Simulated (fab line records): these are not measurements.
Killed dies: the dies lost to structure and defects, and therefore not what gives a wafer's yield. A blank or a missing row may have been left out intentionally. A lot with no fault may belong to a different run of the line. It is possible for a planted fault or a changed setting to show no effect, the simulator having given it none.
Matching of chambers | flow nand harc | NHARC_P_CONTACT_ETCH_35 on rie diel-11: 4 sister chambers
The step etches the open film in CF4, target depth 39 nm, time 65 s. 20 wafers are shown with their chamber, then 10 later ones without.

== EACH WAFER AND ITS CHAMBER ==
wafer  | chamber | showerhead plenum p Torr (Torr) | drypump motor current A (A) | oes product au (a.u.)
L074.1 | 3       | 1.80                            | 5.8                         | 0.994
L074.3 | 0       | 1.68                            | 6.5                         | 0.982
L074.4 | 0       | 1.68                            | 6.5                         | 0.977
L075.3 | 3       | 1.80                            | 5.8                         | 1.005
L075.4 | 2       | 1.82                            | 5.8                         | 1.000
L075.5 | 3       | 1.80                            | 5.8                         | 0.998
L078.1 | 2       | 1.82                            | 5.8                         | 1.008
L078.3 | 0       | 1.68                            | 6.6                         | 0.989
L078.6 | 3       | 1.80                            | 5.8                         | 0.989
L077.1 | 1       | 1.79                            | 5.7                         | 0.989
L077.2 | 2       | 1.82                            | 5.8                         | 0.988
L077.4 | 0       | 1.68                            | 6.6                         | 0.975
L081.2 | 2       | 1.82                            | 5.8                         | 0.988
L081.3 | 0       | 1.68                            | 6.5                         | 0.976
L081.4 | 3       | 1.80                            | 5.8                         | 0.987
L082.1 | 2       | 1.82                            | 5.8                         | 1.004
L082.2 | 1       | 1.78                            | 5.7                         | 0.995
L082.4 | 3       | 1.80                            | 5.8                         | 0.997
L088.2 | 2       | 1.82                            | 5.8                         | 0.996
L088.3 | 3       | 1.80                            | 5.8                         | 0.995

SIGNATURES (averages over the wafers above)
reading                  | chamber 0 | chamber 1 | chamber 2 | chamber 3 | scatter within a chamber
showerhead plenum p Torr | 1.6800    | 1.7850    | 1.8200    | 1.8000    | 0.00177
drypump motor current A  | 6.540     | 5.700     | 5.800     | 5.800     | 0.0274
oes product au           | 0.97980   | 0.99200   | 0.99733   | 0.99500   | 0.00665
Rule: a wafer's distance from a chamber is the root of the sum, over the readings, of the square of ((its reading less the chamber's mean) divided by the reading's scatter). The wafer belongs to the nearest chamber; if the next one is less than 2 further off, it can't be placed. The scatter is the square root of a quotient: the sum, over the shown wafers, of each reading's squared deviation from its chamber's mean, divided by wafers minus chambers.

== WAFERS WHOSE CHAMBER IS MISSING ==
wafer  | showerhead plenum p Torr (Torr) | drypump motor current A (A) | oes product au (a.u.)
L088.4 | 1.68                            | 6.5                         | 0.995
L092.2 | 1.68                            | 6.5                         | 0.992
L092.3 | 1.78                            | 5.7                         | 0.995
L092.6 | 1.78                            | 5.7                         | 0.998
L094.2 | 1.82                            | 5.8                         | 0.996
L094.4 | 1.80                            | 5.8                         | 0.985
L094.6 | 1.68                            | 6.6                         | 0.987
L096.3 | 1.68                            | 6.5                         | 0.993
L096.4 | 1.80                            | 5.8                         | 0.984
L096.5 | 1.68                            | 6.6                         | 0.983

== WHICH CHAMBER EACH ONE RAN IN ==
wafer  | from the rows above | in truth
L088.4 | 0                   | 0
L092.2 | 0                   | 0
L092.3 | 1                   | 1
L092.6 | 1                   | 1
L094.2 | 2                   | 2
L094.4 | 3                   | 3
L094.6 | 0                   | 0
L096.3 | 0                   | 0
L096.4 | 3                   | 3
L096.5 | 0                   | 0
Correctly placed: 10 of 10. Can't be placed from these rows: 0. 0 placed wrongly.
